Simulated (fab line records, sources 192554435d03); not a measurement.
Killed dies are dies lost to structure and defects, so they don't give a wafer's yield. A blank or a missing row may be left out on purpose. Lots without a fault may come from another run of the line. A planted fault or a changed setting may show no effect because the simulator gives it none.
Split-lot experiment | flow n5_finfet | 7 lots, 39 wafers read, on a route of 1938 steps

THE SPLIT
At N5_PASSIVATION_PASS_ETCH_74 (etches SiNx in CF4/O2, target depth 220 nm, time 110 s), the setting target_depth_a was moved away from the recipe's 2200 angstrom on 12 of the 39 wafers read, by -54.5% to +25.4%. The other wafers ran this setting at the recipe's value.

The reading is taken at the split's own step.

THE READING
TV_OPEN.cd_offset_nm (the simulator's own value, which no gauge read), in nm, at N5_PASSIVATION_PASS_ETCH_74 (etches SiNx in CF4/O2, target depth 220 nm, time 110 s). The file gives no usual value for it. The 27 wafers here that ran the recipe average 0.0 nm, standard deviation 0.58 nm.

wafer  | tool, chamber at the split | target_depth_a as run, angstrom | against the recipe | TV_OPEN.cd_offset_nm, nm | against lot-mates on the recipe
L078.1 | rie_diel-01, 0             | 999.9                           | -54.5%             | 5                        | +5.4
L078.2 | rie_diel-01, 1             | 999.9                           | -54.5%             | 5.8                      | +6.2
L078.3 | rie_diel-01, 2             | 2200                            | recipe             | -0.2                     | -
L078.4 | rie_diel-01, 3             | 2200                            | recipe             | -0.8                     | -
L078.5 | rie_diel-01, 0             | 2200                            | recipe             | -0.2                     | -
L078.6 | rie_diel-01, 1             | 999.9                           | -54.5%             | 5.6                      | +6.0
L080.1 | rie_diel-01, 1             | 2200                            | recipe             | 0.8                      | -
L080.2 | rie_diel-01, 3             | 2200                            | recipe             | -0.4                     | -
L080.3 | rie_diel-01, 0             | 2200                            | recipe             | 0.4                      | -
L080.4 | rie_diel-01, 2             | 2200                            | recipe             | 0.2                      | -
L080.5 | rie_diel-01, 3             | 2200                            | recipe             | -0.4                     | -
L080.6 | rie_diel-01, 2             | 2200                            | recipe             | 0.2                      | -
L079.1 | rie_diel-01, 3             | 2200                            | recipe             | -0.4                     | -
L079.2 | rie_diel-01, 1             | 2200                            | recipe             | 0.8                      | -
L079.3 | rie_diel-01, 0             | 1192                            | -45.8%             | 4.4                      | +4.4
L079.4 | rie_diel-01, 2             | 1192                            | -45.8%             | 4.6                      | +4.6
L079.5 | rie_diel-01, 0             | 1192                            | -45.8%             | 4.6                      | +4.6
L079.6 | rie_diel-01, 3             | 2200                            | recipe             | -0.4                     | -
L089.3 | rie_diel-01, 2             | 2200                            | recipe             | 0.2                      | -
L089.4 | rie_diel-01, 2             | 2200                            | recipe             | 0.4                      | -
L089.5 | rie_diel-01, 1             | 2200                            | recipe             | 0.8                      | -
L088.1 | rie_diel-01, 2             | 2758                            | +25.4%             | -2.4                     | -2.7
L088.2 | rie_diel-01, 0             | 2200                            | recipe             | 0                        | -
L088.3 | rie_diel-01, 0             | 2758                            | +25.4%             | -2                       | -2.3
L088.4 | rie_diel-01, 2             | 2200                            | recipe             | 0.4                      | -
L088.5 | rie_diel-01, 0             | 2758                            | +25.4%             | -2.4                     | -2.7
L088.6 | rie_diel-01, 2             | 2200                            | recipe             | 0.6                      | -
L090.1 | rie_diel-03, 3             | 2200                            | recipe             | -1.2                     | -
L090.2 | rie_diel-03, 1             | 2200                            | recipe             | -0.4                     | -
L090.3 | rie_diel-03, 0             | 1330                            | -39.5%             | 4.2                      | +4.9
L090.4 | rie_diel-03, 2             | 1330                            | -39.5%             | 4.6                      | +5.3
L090.5 | rie_diel-03, 0             | 1330                            | -39.5%             | 4                        | +4.7
L090.6 | rie_diel-03, 1             | 2200                            | recipe             | -0.4                     | -
L095.1 | rie_diel-03, 2             | 2200                            | recipe             | 1                        | -
L095.2 | rie_diel-03, 1             | 2200                            | recipe             | -0.6                     | -
L095.3 | rie_diel-03, 3             | 2200                            | recipe             | -0.6                     | -
L095.4 | rie_diel-03, 0             | 2200                            | recipe             | 0.2                      | -
L095.5 | rie_diel-03, 3             | 2200                            | recipe             | -0.8                     | -
L095.6 | rie_diel-03, 2             | 2200                            | recipe             | 0.8                      | -

THE FIT
A straight line over all 39 wafers: TV_OPEN.cd_offset_nm changes by -0.0999 nm for each +1% of target_depth_a; r = -0.97; the points scatter about the line by 0.52 nm.
The same after taking each lot's own level away (the mean of its wafers on the recipe; 39 wafers): -0.108 nm for each +1%; r = -0.98; scatter 0.48 nm.
On that fit, the largest move of target_depth_a shifts the reading by 5.9 nm.
The lots' own levels span -0.67 to 0.47 nm, that is 2.0 times the standard deviation above.
So the lot-to-lot level changes the slope little: the two slopes agree.
Check: with one of the wafers moved furthest among these (-54.5%) left out of the fit, the line predicts +5.99 nm for it against its lot-mates. It came out at +5.4 nm against them.

THE WHOLE CHAIN: every reading that the file lists as answering this split, in the file's order
step                        | what it does                                           | reading                                                               | change (the file's fit)                                                     | r (the file's)
N5_PASSIVATION_PASS_ETCH_74 | etches SiNx in CF4/O2, target depth 220 nm, time 110 s | etch.depth_nm (the simulator's own value, which no gauge read)        | +2.31 nm for each +1% of the setting                                        | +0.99
N5_PASSIVATION_PASS_ETCH_74 | etches SiNx in CF4/O2, target depth 220 nm, time 110 s | TV_OPEN.cd_offset_nm (the simulator's own value, which no gauge read) | -0.108 nm for each +1% of the setting                                       | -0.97
N5_PASSIVATION_PROBE_49     |                                                        | killed_at_other                                                       | not straight: 1003 at the lowest setting, 3 at the recipe, 2 at the highest | not given

THE FILE'S OWN FIT
TV_OPEN.cd_offset_nm changes by -0.108 nm for each +1% of target_depth_a, r = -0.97.
